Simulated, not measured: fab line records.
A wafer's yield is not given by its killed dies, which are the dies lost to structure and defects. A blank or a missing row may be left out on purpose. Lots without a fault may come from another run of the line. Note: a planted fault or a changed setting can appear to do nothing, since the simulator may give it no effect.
Split-lot study || flow n5Finfet || 39 wafers read from 7 lots, route of 1938 steps

== SPLIT DETAILS ==
At N5_SPACER0_ALD_00 (deposits SiOCN, target thk 3.5 nm, pulse time 3 s, purge time 2 s), the setting aldCycles was moved away from the recipe's 58 on 15 of the 39 wafers read, by -10.3% to +13.8%. All remaining wafers had this setting at the recipe value.

The reading comes from the split's own step.

== THE READING ==
SiOCN_of_SPACER0_ALD_00.thkNm (the simulator's own value, which no gauge read), in nm, at N5_SPACER0_ALD_00 (deposits SiOCN, target thk 3.5 nm, pulse time 3 s, purge time 2 s). There is no usual value for it anywhere in the file. The 24 wafers here that ran the recipe average 3.5 nm, standard deviation 0.094 nm.

{"wafer": "L075.1", "tool, chamber at the split": "aldSin-01, 0", "aldCycles as run": 52, "against the recipe": "-10.3%", "SiOCN_of_SPACER0_ALD_00.thkNm, nm": 3, "against lot-mates on the recipe": -0.4}
{"wafer": "L075.2", "tool, chamber at the split": "aldSin-01, 1,2,1", "aldCycles as run": 58, "against the recipe": "recipe", "SiOCN_of_SPACER0_ALD_00.thkNm, nm": 3.4, "against lot-mates on the recipe": "-"}
{"wafer": "L075.3", "tool, chamber at the split": "aldSin-01, 1,2,1", "aldCycles as run": 58, "against the recipe": "recipe", "SiOCN_of_SPACER0_ALD_00.thkNm, nm": 3.4, "against lot-mates on the recipe": "-"}
{"wafer": "L075.6", "tool, chamber at the split": "aldSin-01, 1,2,1", "aldCycles as run": 58, "against the recipe": "recipe", "SiOCN_of_SPACER0_ALD_00.thkNm, nm": 3.4, "against lot-mates on the recipe": "-"}
{"wafer": "L075.4", "tool, chamber at the split": "aldSin-01, 3,0", "aldCycles as run": 52, "against the recipe": "-10.3%", "SiOCN_of_SPACER0_ALD_00.thkNm, nm": 3.2, "against lot-mates on the recipe": -0.2}
{"wafer": "L075.5", "tool, chamber at the split": "aldSin-01, 3,0", "aldCycles as run": 52, "against the recipe": "-10.3%", "SiOCN_of_SPACER0_ALD_00.thkNm, nm": 3.2, "against lot-mates on the recipe": -0.2}
{"wafer": "L077.1", "tool, chamber at the split": "aldSin-01, 0,1,2", "aldCycles as run": 55, "against the recipe": "-5.2%", "SiOCN_of_SPACER0_ALD_00.thkNm, nm": 3.2, "against lot-mates on the recipe": -0.2}
{"wafer": "L077.3", "tool, chamber at the split": "aldSin-01, 0,1,2", "aldCycles as run": 55, "against the recipe": "-5.2%", "SiOCN_of_SPACER0_ALD_00.thkNm, nm": 3.2, "against lot-mates on the recipe": -0.2}
{"wafer": "L077.5", "tool, chamber at the split": "aldSin-01, 0,1,2", "aldCycles as run": 55, "against the recipe": "-5.2%", "SiOCN_of_SPACER0_ALD_00.thkNm, nm": 3.2, "against lot-mates on the recipe": -0.2}
{"wafer": "L077.2", "tool, chamber at the split": "aldSin-01, 3,2,3", "aldCycles as run": 58, "against the recipe": "recipe", "SiOCN_of_SPACER0_ALD_00.thkNm, nm": 3.4, "against lot-mates on the recipe": "-"}
{"wafer": "L077.4", "tool, chamber at the split": "aldSin-01, 3,2,3", "aldCycles as run": 58, "against the recipe": "recipe", "SiOCN_of_SPACER0_ALD_00.thkNm, nm": 3.4, "against lot-mates on the recipe": "-"}
{"wafer": "L077.6", "tool, chamber at the split": "aldSin-01, 3,2,3", "aldCycles as run": 58, "against the recipe": "recipe", "SiOCN_of_SPACER0_ALD_00.thkNm, nm": 3.4, "against lot-mates on the recipe": "-"}
{"wafer": "L078.1", "tool, chamber at the split": "aldSin-01, 2,1", "aldCycles as run": 58, "against the recipe": "recipe", "SiOCN_of_SPACER0_ALD_00.thkNm, nm": 3.4, "against lot-mates on the recipe": "-"}
{"wafer": "L078.4", "tool, chamber at the split": "aldSin-01, 2,1", "aldCycles as run": 58, "against the recipe": "recipe", "SiOCN_of_SPACER0_ALD_00.thkNm, nm": 3.4, "against lot-mates on the recipe": "-"}
{"wafer": "L078.2", "tool, chamber at the split": "aldSin-01, 0,3,2", "aldCycles as run": 66, "against the recipe": "+13.8%", "SiOCN_of_SPACER0_ALD_00.thkNm, nm": 4, "against lot-mates on the recipe": "+0.5"}
{"wafer": "L078.3", "tool, chamber at the split": "aldSin-01, 0,3,2", "aldCycles as run": 66, "against the recipe": "+13.8%", "SiOCN_of_SPACER0_ALD_00.thkNm, nm": 4, "against lot-mates on the recipe": "+0.5"}
{"wafer": "L078.6", "tool, chamber at the split": "aldSin-01, 0,3,2", "aldCycles as run": 66, "against the recipe": "+13.8%", "SiOCN_of_SPACER0_ALD_00.thkNm, nm": 4, "against lot-mates on the recipe": "+0.5"}
{"wafer": "L078.5", "tool, chamber at the split": "aldSin-01, 3", "aldCycles as run": 58, "against the recipe": "recipe", "SiOCN_of_SPACER0_ALD_00.thkNm, nm": 3.6, "against lot-mates on the recipe": "-"}
{"wafer": "L081.1", "tool, chamber at the split": "aldSin-04, 0,2", "aldCycles as run": 58, "against the recipe": "recipe", "SiOCN_of_SPACER0_ALD_00.thkNm, nm": 3.6, "against lot-mates on the recipe": "-"}
{"wafer": "L081.3", "tool, chamber at the split": "aldSin-04, 0,2", "aldCycles as run": 58, "against the recipe": "recipe", "SiOCN_of_SPACER0_ALD_00.thkNm, nm": 3.6, "against lot-mates on the recipe": "-"}
{"wafer": "L081.2", "tool, chamber at the split": "aldSin-04, 1,3,1,0", "aldCycles as run": 58, "against the recipe": "recipe", "SiOCN_of_SPACER0_ALD_00.thkNm, nm": 3.4, "against lot-mates on the recipe": "-"}
{"wafer": "L081.4", "tool, chamber at the split": "aldSin-04, 1,3,1,0", "aldCycles as run": 58, "against the recipe": "recipe", "SiOCN_of_SPACER0_ALD_00.thkNm, nm": 3.4, "against lot-mates on the recipe": "-"}
{"wafer": "L081.5", "tool, chamber at the split": "aldSin-04, 1,3,1,0", "aldCycles as run": 58, "against the recipe": "recipe", "SiOCN_of_SPACER0_ALD_00.thkNm, nm": 3.4, "against lot-mates on the recipe": "-"}
{"wafer": "L081.6", "tool, chamber at the split": "aldSin-04, 1,3,1,0", "aldCycles as run": 58, "against the recipe": "recipe", "SiOCN_of_SPACER0_ALD_00.thkNm, nm": 3.4, "against lot-mates on the recipe": "-"}
{"wafer": "L087.1", "tool, chamber at the split": "aldSin-04, 2,3", "aldCycles as run": 58, "against the recipe": "recipe", "SiOCN_of_SPACER0_ALD_00.thkNm, nm": 3.6, "against lot-mates on the recipe": "-"}
{"wafer": "L087.2", "tool, chamber at the split": "aldSin-04, 2,3", "aldCycles as run": 58, "against the recipe": "recipe", "SiOCN_of_SPACER0_ALD_00.thkNm, nm": 3.6, "against lot-mates on the recipe": "-"}
{"wafer": "L087.3", "tool, chamber at the split": "aldSin-04, 0,1,3", "aldCycles as run": 53, "against the recipe": "-8.6%", "SiOCN_of_SPACER0_ALD_00.thkNm, nm": 3.2, "against lot-mates on the recipe": -0.3}
{"wafer": "L087.4", "tool, chamber at the split": "aldSin-04, 0,1,3", "aldCycles as run": 53, "against the recipe": "-8.6%", "SiOCN_of_SPACER0_ALD_00.thkNm, nm": 3.2, "against lot-mates on the recipe": -0.3}
{"wafer": "L087.6", "tool, chamber at the split": "aldSin-04, 0,1,3", "aldCycles as run": 53, "against the recipe": "-8.6%", "SiOCN_of_SPACER0_ALD_00.thkNm, nm": 3.2, "against lot-mates on the recipe": -0.3}
{"wafer": "L087.5", "tool, chamber at the split": "aldSin-04, 2", "aldCycles as run": 58, "against the recipe": "recipe", "SiOCN_of_SPACER0_ALD_00.thkNm, nm": 3.4, "against lot-mates on the recipe": "-"}
{"wafer": "L088.1", "tool, chamber at the split": "aldSin-01, 3", "aldCycles as run": 65, "against the recipe": "+12.1%", "SiOCN_of_SPACER0_ALD_00.thkNm, nm": 4, "against lot-mates on the recipe": "+0.5"}
{"wafer": "L088.2", "tool, chamber at the split": "aldSin-01, 1,0", "aldCycles as run": 65, "against the recipe": "+12.1%", "SiOCN_of_SPACER0_ALD_00.thkNm, nm": 3.8, "against lot-mates on the recipe": "+0.3"}
{"wafer": "L088.3", "tool, chamber at the split": "aldSin-01, 1,0", "aldCycles as run": 65, "against the recipe": "+12.1%", "SiOCN_of_SPACER0_ALD_00.thkNm, nm": 3.8, "against lot-mates on the recipe": "+0.3"}
{"wafer": "L088.4", "tool, chamber at the split": "aldSin-01, 2", "aldCycles as run": 58, "against the recipe": "recipe", "SiOCN_of_SPACER0_ALD_00.thkNm, nm": 3.4, "against lot-mates on the recipe": "-"}
{"wafer": "L088.6", "tool, chamber at the split": "aldSin-01, 2", "aldCycles as run": 58, "against the recipe": "recipe", "SiOCN_of_SPACER0_ALD_00.thkNm, nm": 3.4, "against lot-mates on the recipe": "-"}
{"wafer": "L088.5", "tool, chamber at the split": "aldSin-01, 3", "aldCycles as run": 58, "against the recipe": "recipe", "SiOCN_of_SPACER0_ALD_00.thkNm, nm": 3.6, "against lot-mates on the recipe": "-"}
{"wafer": "L089.4", "tool, chamber at the split": "aldSin-03, 3", "aldCycles as run": 58, "against the recipe": "recipe", "SiOCN_of_SPACER0_ALD_00.thkNm, nm": 3.4, "against lot-mates on the recipe": "-"}
{"wafer": "L089.5", "tool, chamber at the split": "aldSin-03, 0,1", "aldCycles as run": 58, "against the recipe": "recipe", "SiOCN_of_SPACER0_ALD_00.thkNm, nm": 3.6, "against lot-mates on the recipe": "-"}
{"wafer": "L089.6", "tool, chamber at the split": "aldSin-03, 0,1", "aldCycles as run": 58, "against the recipe": "recipe", "SiOCN_of_SPACER0_ALD_00.thkNm, nm": 3.6, "against lot-mates on the recipe": "-"}
When a row names more than one chamber, that row covers several wafers, and the file does not tell which wafer ran in which chamber.

FIT RESULTS
A straight line over all 39 wafers: SiOCN_of_SPACER0_ALD_00.thkNm changes by +0.0355 nm for each +1% of aldCycles; r = +0.93; the points scatter about the line by 0.091 nm.
The same after taking each lot's own level away (the mean of its wafers on the recipe; 39 wafers): +0.0346 nm for each +1%; r = +0.94; scatter 0.083 nm.
The reading moves by 0.48 nm for the largest change in aldCycles, on that fit.
From 3.40 to 3.53 nm: that is the span of the lots' own levels, equal to 1.4 times the standard deviation above.
Hence the lot-to-lot level has little effect on the slope; both slopes agree.
Check: for one of the wafers moved furthest among these (+13.8%), held out of the fit, the line's prediction against its lot-mates is +0.475 nm. Against them it came out at +0.533 nm.

== THESE WAFERS: OTHER SPLITS ==
These wafers also went through other splits before the reading. Each is held against what the fit with the lots' levels taken away leaves over:
{"other split on the same wafers": "N5_FIN_CUT_ETCH_21 biasW", "wafers away from the commonest value": 9, "r with SiOCN_of_SPACER0_ALD_00.thkNm (lot level and that fit taken away)": "+0.23"}
{"other split on the same wafers": "N5_DUMMY_GATE_ETCH_31 targetDepthA", "wafers away from the commonest value": 15, "r with SiOCN_of_SPACER0_ALD_00.thkNm (lot level and that fit taken away)": -0.07}
{"other split on the same wafers": "N5_DUMMY_GATE_ETCH_32 timeS", "wafers away from the commonest value": 12, "r with SiOCN_of_SPACER0_ALD_00.thkNm (lot level and that fit taken away)": "+0.16"}

== THE FILE'S OWN FIT ==
SiOCN_of_SPACER0_ALD_00.thkNm changes by +0.0347 nm for each +1% of aldCycles, r = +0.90.
